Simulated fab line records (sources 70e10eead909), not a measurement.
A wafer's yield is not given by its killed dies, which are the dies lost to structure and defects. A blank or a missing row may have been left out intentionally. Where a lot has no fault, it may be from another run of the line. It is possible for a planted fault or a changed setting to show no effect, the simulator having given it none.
Which of the tools did it? || flow nand_harc || 6 lots (18 wafers sampled), 1 step of a 1302-step route

WHAT THE GAUGES READ, wafer by wafer
NHARC_P_CONTACT_OVL_MEAS_13.
{"lot": "L493", "measured": "day 7 16:08", "on": "overlay-02", "overlay_x_nm (nm)": "-1.1 -1.6 -1.3"}
{"lot": "L496", "measured": "day 8 13:39", "on": "overlay-01", "overlay_x_nm (nm)": "0.5 0.4 0.3"}
{"lot": "L498", "measured": "day 9 11:17", "on": "overlay-01", "overlay_x_nm (nm)": "-0.2 -0.2 -0.6"}
{"lot": "L501", "measured": "day 10 22:59", "on": "overlay-02", "overlay_x_nm (nm)": "-0.3 0.0 -0.4"}
{"lot": "L504", "measured": "day 12 02:05", "on": "overlay-01", "overlay_x_nm (nm)": "-0.2 -0.1 -0.2"}
{"lot": "L506", "measured": "day 12 21:07", "on": "overlay-02", "overlay_x_nm (nm)": "0.7 0.9 0.4"}

TOOL THAT RAN EACH LOT (tool first, then ch and the chambers of the sampled wafers, then the start)
Before these readings, the record contains no process step.

THE ANSWER, worked out from the rows above alone
Rule: the usual values come from the lots themselves. Put in order of their means at a reading, lots are off if they are a third of the lots or fewer, leave a main group of 4 or more, and stand apart from it by a gap of 3 or more times the standard deviation of the main group's means; of several such gaps the widest counts. A main group whose means are all the same, to the digits that the tables above print for the reading, isn't used. Also off: a lot with no number at a reading for which 4 or more lots have one. All remaining lots with rows at the step are treated as sound.
No lot is off on any of the readings shown, so nothing can be concluded from this.

WHAT THE SIMULATOR HAD PUT IN
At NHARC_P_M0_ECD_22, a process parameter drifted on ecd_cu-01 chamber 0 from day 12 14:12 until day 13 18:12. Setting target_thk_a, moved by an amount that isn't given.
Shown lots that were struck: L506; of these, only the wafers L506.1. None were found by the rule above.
